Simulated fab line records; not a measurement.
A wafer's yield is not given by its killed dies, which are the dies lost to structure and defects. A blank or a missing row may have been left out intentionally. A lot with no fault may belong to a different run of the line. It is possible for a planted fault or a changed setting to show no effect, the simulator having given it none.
fab line records	flow n5-finfet
record: lots: 9	wafers: 27	last-day: 17
route steps=1938 shown BEOL_M2@918 BEOL_M3@946 BEOL_M4@1111 PASSIVATION@1936
lots with no fault: from the same line, run without faults
start-h: the number of hours between the record's first day and the start of the first shown wafer of the lot	wait-h: hours from the lot's prior step to this one	" same as the row above	L1.1+2: a single row standing in for several wafers	- either no value or no given start	* or withheld: withheld	< > ~ a bound
route shown NAME@n: a module of which the file shows steps, and the number in the route of the first	usual: mean/standard deviation taken from wafers without a fault	same: alike in all rows	chamber/n: place in a boat	sites: per-site readings	_std_site: how widely they spread, as a standard deviation	_edge_site: mean of outer sites minus mean of inner sites	radius-mm: for every site, how far away it sits from the centre of the wafer	mask NAME#n: copy n	behind: the last tool/chamber to shape the wafer	hold: why the lot went on hold/how many hours it stayed there/how the hold came to an end	device: names the non-switching transistor (n, p or np)	end of line: tests run on the same wafers once the route is complete	for a step that has no rows: nothing shown but its recipe	killed: dies that structure and defects cost at the first sort, which is not the same as the wafer's yield	map: dies across one wafer; x = killed, . = not, _ = none there
set.NAME: the setting the step ran with; set.NAME@STEP: the setting that earlier step ran with	model.NAME: the simulator's own value behind a step, which no gauge read
route steps across a sampled set of lots; one table per step, one row per wafer
services: a tool's chamber out of use, with start hour (start-h, from the record's first day; less than 0 if before it), hours out, and reason
== steps ==
step: N5_BEOL_M2_SPUTTER_94
recipe: material: Cu	target-thk-a: 45	temp-c: -20	chamber-pressure-pa: 0.07	power-w: withheld	time-s: 8.29
usual: throttle-valve-pct: 29.8/0.93
lot.wafer	tool	chamber	start-h	wait-h	throttle-valve-pct
L112.1	pvd-sputter-02	-	162.55	0.1	29.8
L112.4	"	-	"	"	28.9
L112.6	"	-	"	"	28.8
L114.2	pvd-sputter-01	-	168.34	0.1	30.4
L114.3	"	-	"	"	29.7
L114.6	"	-	"	"	30.1
L116.2	pvd-sputter-02	-	184.17	0.1	30.1
L116.3	"	-	"	"	29.7
L116.4	"	-	"	"	29.9
L117.3	pvd-sputter-01	-	188.80	0.1	30.3
L117.4	"	-	"	"	27.3
L117.5	"	-	"	"	28.0
L119.1	pvd-sputter-02	-	209.37	0.1	29.8
L119.2	"	-	"	"	30.2
L119.4	"	-	"	"	30.1
L120.1	pvd-sputter-02	-	212.19	0.1	28.8
L120.2	"	-	"	"	30.4
L120.3	"	-	"	"	29.6
L123.2	pvd-sputter-02	-	228.69	0.1	28.9
L123.4	"	-	"	"	29.8
L123.6	"	-	"	"	30.1
L124.1	pvd-sputter-03	-	235.99	0.1	29.9
L124.3	"	-	"	"	30.6
L124.4	"	-	"	"	29.9
L127.1	pvd-sputter-02	-	252.39	0.1	29.8
L127.4	"	-	"	"	28.8
L127.6	"	-	"	"	30.1
step: N5_BEOL_M2_SPUTTER_96
recipe: material: Cu	target-thk-a: 45	temp-c: -20	chamber-pressure-pa: 0.07	power-w: withheld	time-s: 8.29
usual: throttle-valve-pct: 29.8/0.95
lot.wafer	tool	chamber	start-h	wait-h	throttle-valve-pct
L112.1	pvd-sputter-02	-	162.77	0.1	29.8
L112.4	"	-	"	"	28.9
L112.6	"	-	"	"	29.0
L114.2	pvd-sputter-01	-	168.56	0.1	30.2
L114.3	"	-	"	"	29.8
L114.6	"	-	"	"	30.1
L116.2	pvd-sputter-02	-	184.39	0.1	30.1
L116.3	"	-	"	"	29.9
L116.4	"	-	"	"	30.3
L117.3	pvd-sputter-01	-	189.02	0.1	30.4
L117.4	"	-	"	"	27.5
L117.5	"	-	"	"	27.8
L119.1	pvd-sputter-02	-	209.59	0.1	29.8
L119.2	"	-	"	"	30.2
L119.4	"	-	"	"	30.4
L120.1	pvd-sputter-02	-	212.41	0.1	28.9
L120.2	"	-	"	"	30.5
L120.3	"	-	"	"	29.7
L123.2	pvd-sputter-02	-	228.91	0.1	28.6
L123.4	"	-	"	"	29.7
L123.6	"	-	"	"	30.1
L124.1	pvd-sputter-03	-	236.21	0.1	29.6
L124.3	"	-	"	"	30.7
L124.4	"	-	"	"	29.7
L127.1	pvd-sputter-02	-	252.61	0.1	29.8
L127.4	"	-	"	"	28.8
L127.6	"	-	"	"	30.3
step: N5_BEOL_M2_PRE_CLEAN_60
recipe: gas: NH3/H2	time-s: 15	temp-c: *	rf-power-w: 300
usual: heater-power-w: 70/19	rf-fwd-power-W: 296.7/0.99
lot.wafer	tool	chamber	start-h	wait-h	heater-power-w	rf-fwd-power-W
L112.1	cvd-co-01	2	163.59	0.0	80	297.3
L112.4	"	2	"	"	82	298.4
L112.6	"	1	"	"	82	297.1
L114.2	cvd-co-01	0	169.38	0.0	53	295.9
L114.3	"	1	"	"	82	295.7
L114.6	"	2	"	"	83	295.6
L116.2	cvd-co-01	0	185.22	0.0	53	296.5
L116.3	"	1	"	"	82	295.2
L116.4	"	1	"	"	82	296.2
L117.3	cvd-co-02	0	189.84	0.0	99	298.0
L117.4	"	2	"	"	66	296.6
L117.5	"	1	"	"	42	296.7
L119.1	cvd-co-02	2	210.42	0.0	67	296.7
L119.2	"	0	"	"	98	296.3
L119.4	"	0	"	"	98	296.8
L120.1	cvd-co-01	1	213.54	0.0	81	297.4
L120.2	"	2	"	"	82	296.4
L120.3	"	0	"	"	54	298.5
L123.2	cvd-co-02	1	230.19	0.0	42	298.0
L123.4	"	1	"	"	43	298.9
L123.6	"	0	"	"	97	295.5
L124.1	cvd-co-01	0	237.03	0.0	53	295.5
L124.3	"	1	"	"	80	294.1
L124.4	"	0	"	"	54	295.4
L127.1	cvd-co-02	1	253.59	0.1	43	297.9
L127.4	"	0	"	"	98	296.2
L127.6	"	1	"	"	42	298.0
step: N5_BEOL_M2_PRE_CLEAN_56
recipe: gas: NH3	time-s: 15	temp-c: withheld	rf-power-w: 300
usual: rf-fwd-power-W: 295.4/1.5
lot.wafer	tool	chamber	start-h	wait-h	rf-fwd-power-W
L112.1	pecvd-01	0	163.72	0.1	296.5
L112.4	"	1	"	"	296.9
L112.6	"	2	"	"	295.0
L114.2	pecvd-01	1	169.51	0.1	296.1
L114.3	"	2	"	"	295.8
L114.6	"	1	"	"	297.2
L116.2	pecvd-01	1	185.35	0.1	296.2
L116.3	"	2	"	"	294.5
L116.4	"	1	"	"	295.4
L117.3	pecvd-04	1	189.98	0.1	294.0
L117.4	"	1	"	"	292.5
L117.5	"	2	"	"	294.1
L119.1	pecvd-02	0	210.55	0.1	296.0
L119.2	"	2	"	"	295.6
L119.4	"	0	"	"	296.1
L120.1	pecvd-02	2	213.67	0.1	298.0
L120.2	"	0	"	"	297.5
L120.3	"	0	"	"	298.5
L123.2	pecvd-04	1	230.32	0.1	295.3
L123.4	"	0	"	"	295.1
L123.6	"	1	"	"	295.1
L124.1	pecvd-04	2	237.17	0.1	292.5
L124.3	"	2	"	"	291.0
L124.4	"	1	"	"	295.0
L127.1	pecvd-04	1	253.72	0.1	293.4
L127.4	"	1	"	"	294.0
L127.6	"	2	"	"	293.2
step: N5_BEOL_M2_INSPECT_59
recipe: inspect-instrument: darkfield	mode: post-dep
usual: raw-defect-count: 73/23
lot.wafer	tool	chamber	start-h	wait-h	raw-defect-count
L112.1	defect-inspect-02	-	163.84	0.0	49
L112.4	"	-	"	"	124
L112.6	"	-	"	"	66
L114.2	defect-inspect-02	-	169.63	0.0	83
L114.3	"	-	"	"	97
L114.6	"	-	"	"	73
L116.2	defect-inspect-01	-	185.47	0.0	63
L116.3	"	-	"	"	44
L116.4	"	-	"	"	65
L117.3	defect-inspect-02	-	190.09	0.0	96
L117.4	"	-	"	"	71
L117.5	"	-	"	"	97
L119.1	defect-inspect-02	-	210.70	0.0	55
L119.2	"	-	"	"	98
L119.4	"	-	"	"	117
L120.1	defect-inspect-02	-	213.81	0.0	72
L120.2	"	-	"	"	52
L120.3	"	-	"	"	70
L123.2	defect-inspect-02	-	230.46	0.0	52
L123.4	"	-	"	"	44
L123.6	"	-	"	"	88
L124.1	defect-inspect-02	-	237.31	0.0	80
L124.3	"	-	"	"	104
L124.4	"	-	"	"	96
L127.1	defect-inspect-02	-	253.83	0.0	1209
L127.4	"	-	"	"	1217
L127.6	"	-	"	"	38
step: N5_BEOL_M3_INSPECT_13
recipe: mode: adi	inspect-instrument: brightfield
usual: raw-defect-count: 413/83
lot.wafer	tool	chamber	start-h	wait-h	raw-defect-count
L112.1	defect-inspect-01	-	165.33	0.1	311
L112.4	"	-	"	"	417
L112.6	"	-	"	"	325
L114.2	defect-inspect-01	-	172.52	0.0	246
L114.3	"	-	"	"	349
L114.6	"	-	"	"	388
L116.2	defect-inspect-01	-	186.80	0.0	389
L116.3	"	-	"	"	385
L116.4	"	-	"	"	382
L117.3	defect-inspect-02	-	192.62	0.0	554
L117.4	"	-	"	"	409
L117.5	"	-	"	"	518
L119.1	defect-inspect-01	-	213.46	0.1	267
L119.2	"	-	"	"	388
L119.4	"	-	"	"	374
L120.1	defect-inspect-02	-	216.47	0.1	421
L120.2	"	-	"	"	375
L120.3	"	-	"	"	327
L123.2	defect-inspect-02	-	233.95	0.0	427
L123.4	"	-	"	"	415
L123.6	"	-	"	"	551
L124.1	defect-inspect-01	-	240.03	0.1	340
L124.3	"	-	"	"	344
L124.4	"	-	"	"	501
L127.1	defect-inspect-02	-	255.11	0.1	1473
L127.4	"	-	"	"	1596
L127.6	"	-	"	"	382
step: N5_BEOL_M4_RC_MEAS_101
usual: DIBL_N: 35.3/1.5	DIBL_P: 35.3/1.9	IOFF_N: 0.145/0.027	IOFF_P: 0.20/0.033	ION_N: 670/12	ION_P: 462/6.8	SS_N: 71.3/0.6	SS_P: 73.1/0.7	VT_N: 251/3.4	VT_P: -251/3.2
lot.wafer	tool	chamber	start-h	wait-h	DIBL_N[mV/V]	DIBL_P[mV/V]	IOFF_N[nA/um]	IOFF_P[nA/um]	ION_N[uA/um]	ION_P[uA/um]	SS_N[mV/dec]	SS_P[mV/dec]	VT_N[mV]	VT_P[mV]
L112.1	prober-02	0	192.03	0.0	33.6	35.7	0.140	0.19	675	461	70.7	74.2	247	-252
L112.4	"	0	"	"	36.0	38.2	0.180	0.24	683	466	71.5	73.6	245	-249
L112.6	"	0	"	"	35.5	37.7	0.182	0.22	686	462	71.5	74.4	246	-248
L114.2	prober-02	0	206.93	0.2	34.1	32.8	0.123	0.19	667	463	70.3	72.7	251	-251
L114.3	"	0	"	"	35.1	32.7	0.135	0.19	666	460	70.8	72.9	249	-251
L114.6	"	0	"	"	35.1	32.5	0.121	0.18	654	452	70.6	72.9	253	-252
L117.3	prober-01	0	222.77	0.3	34.0	34.3	0.135	0.19	681	471	70.8	72.8	251	-250
L117.4	"	0	"	"	35.1	34.7	0.151	0.20	682	466	70.5	72.7	246	-248
L117.5	"	0	"	"	34.4	34.0	0.135	0.19	681	467	70.9	71.7	252	-250
L116.2	prober-02	0	232.01	0.2	39.0	40.1	0.230	0.33	693	476	72.4	75.6	247	-242
L116.3	"	0	"	"	35.8	36.8	0.172	0.25	676	474	72.2	73.9	245	-241
L116.4	"	0	"	"	36.0	36.7	0.174	0.25	679	471	71.8	73.8	252	-246
L119.1	prober-01	0	240.44	0.0	35.3	35.3	0.149	0.23	674	465	71.1	73.4	251	-250
L119.2	"	0	"	"	32.1	31.7	0.108	0.17	662	460	70.5	71.9	254	-250
L119.4	"	0	"	"	34.6	35.5	0.132	0.21	664	462	71.6	72.2	253	-246
L120.1	prober-02	0	241.10	0.0	33.6	32.8	0.111	0.17	659	452	70.7	71.5	256	-253
L120.2	"	0	"	"	33.6	33.8	0.130	0.20	674	474	70.3	72.5	249	-250
L120.3	"	0	"	"	34.0	34.8	0.126	0.20	656	458	71.2	72.3	255	-248
L124.1	prober-01	0	259.88	0.0	36.2	36.4	0.143	0.19	669	458	71.5	73.0	250	-252
L124.3	"	0	"	"	34.2	35.0	0.112	0.17	657	459	71.6	72.5	255	-251
L124.4	"	0	"	"	35.7	36.0	0.139	0.19	677	465	70.9	73.7	251	-252
L123.2	prober-02	0	262.70	0.2	35.4	36.4	0.139	0.19	662	460	71.7	73.9	252	-250
L123.4	"	0	"	"	33.1	33.2	0.101	0.15	649	449	71.2	72.4	256	-253
L123.6	"	0	"	"	32.8	33.1	0.107	0.15	663	449	71.0	72.7	256	-255
L127.1	prober-01	0	291.23	0.0	35.8	35.4	0.139	0.19	667	461	71.4	72.9	256	-252
L127.4	"	0	"	"	34.0	33.6	0.103	0.17	641	449	71.2	73.1	257	-254
L127.6	"	0	"	"	37.7	37.9	0.166	0.23	659	453	71.9	73.5	251	-252
step: N5_PASSIVATION_PROBE_49
usual: defect-limited-yield: 91.2/1.5	killed_at_M0_to_M3: 34/11	killed_at_M4_up: 14/5.4	killed-at-contacts: 12/5.9	killed-at-front-end: 40/12	killed-at-other: 4/3.3	killed-dies: 103/18	killed-open: 68/13	killed-short: 34/7.5	sort_bin_5_function: 5.1/1	sort_bin_6_memory: 3.3/0.7	sort_bin_8_speed: 0.03/0.27	sort-n-pass: 1076/18	sort-yield-pct: 91.2/1.5
same: gross-dies: 1180	killed-at-back-side: 0	sort_bin_4_leakage[%]: 0
lot.wafer	tool	chamber	start-h	wait-h	defect-limited-yield[%]	killed_at_M0_to_M3	killed_at_M4_up	killed-at-contacts	killed-at-front-end	killed-at-other	killed-dies	killed-open	killed-short	sort_bin_5_function[%]	sort_bin_6_memory[%]	sort_bin_8_speed[%]	sort-n-pass	sort-yield-pct[%]
L127.1	prober-01	-	396.22	0.6	77.2	189	25	14	32	9	269	76	35	13.4	5.4	0	911	77.2
L127.4	prober-01	-	396.37	0.7	79.2	170	15	12	39	9	245	67	29	12.3	4.6	0.34	931	78.9
L127.6	prober-01	-	396.47	0.8	92.0	23	19	5	39	8	94	55	34	3.9	3.7	0	1086	92.0
killed by level:class
L127.1 BEOL_M2:unspecified=155 BEOL_M2:geometric-particle:open=14 BEOL_M4:geometric-particle:open=12 MOL_CONTACT_COAG:geometric-particle:open=11 FIN_SAQP:geometric-particle:open=9 FIN_SAQP:geometric-particle:short=8 BEOL_M1:geometric-particle:open=6 BEOL_M4:geometric-particle:short=5
L127.4 BEOL_M2:unspecified=145 FIN_SAQP:geometric-particle:open=7 STI_FIN_REVEAL:geometric-particle:open=7 DUMMY_GATE:geometric-particle:open=7 BEOL_M4:geometric-particle:open=7 FIN_SAQP:geometric-particle:short=6 MOL_CONTACT_COAG:geometric-particle:open=6 MOL_CONTACT_COAG:geometric-particle:short=6
L127.6 FIN_SAQP:geometric-particle:open=9 BEOL_M4:geometric-particle:open=9 GATE_CUT:geometric-particle:short=7 BEOL_M0_SAQP:geometric-particle:open=7 FIN_SAQP:geometric-particle:short=6 BEOL_M2:geometric-particle:open=5 MOL_CONTACT_COAG:geometric-particle:open=4 PAD_METAL:geometric-particle:short=4
== services ==
tool	chamber	start-h	hours	kind
pecvd-02	0	143.40	5.5	scheduled-down
pvd-sputter-03	-	152.30	1.4	repair
pecvd-02	-	163.04	0.4	repair
cvd-co-02	0	183.96	5.5	repair
cvd-co-02	2	191.18	10.4	repair
cvd-co-01	-	194.75	0.4	repair
pecvd-04	-	197.04	6.0	pm
pecvd-04	2	203.04	-	clean
pecvd-04	2	203.04	-	consumable-replace:showerhead
pecvd-04	2	203.04	29.0	scheduled-down
pecvd-04	2	203.04	29.0	vent-cycle
pecvd-02	1	205.32	29.0	repair
pecvd-04	0	233.72	5.0	scheduled-down
pecvd-01	1	235.83	46.6	repair
cvd-co-01	-	238.04	2.7	repair
pecvd-02	-	241.27	0.6	repair
== key ==
first-sign: step: N5_BEOL_M2_INSPECT_59	reading: raw-defect-count	direction: up	sigmas: 50	usual: 73	struck: 1213
effect: step: N5_BEOL_M3_INSPECT_13	reading: raw-defect-count	direction: up	sigmas: 13	usual: 413	struck: 1534
effect: step: N5_PASSIVATION_PROBE_49	reading: killed_at_M0_to_M3	direction: up	sigmas: 13	usual: 34	struck: 180
more-kills-born-at: N5_BEOL_M2_PRE_CLEAN_56@pecvd-04: 300
met-at N5_BEOL_M2_PRE_CLEAN_56
struck-lots L127
struck-wafers L127.1,L127.4
not-acting-at N5_BEOL_M2_SPUTTER_94,N5_BEOL_M2_SPUTTER_96,N5_BEOL_M2_PRE_CLEAN_60
onset-between 237.17 253.72
fault: kind: chamber-particle-source	tool: pecvd-04	chamber: 1	onset-h: 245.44	steps: N5_BEOL_M2_PRE_CLEAN_56	rate-per-visit-cm2: 1.7572	end-h: 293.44
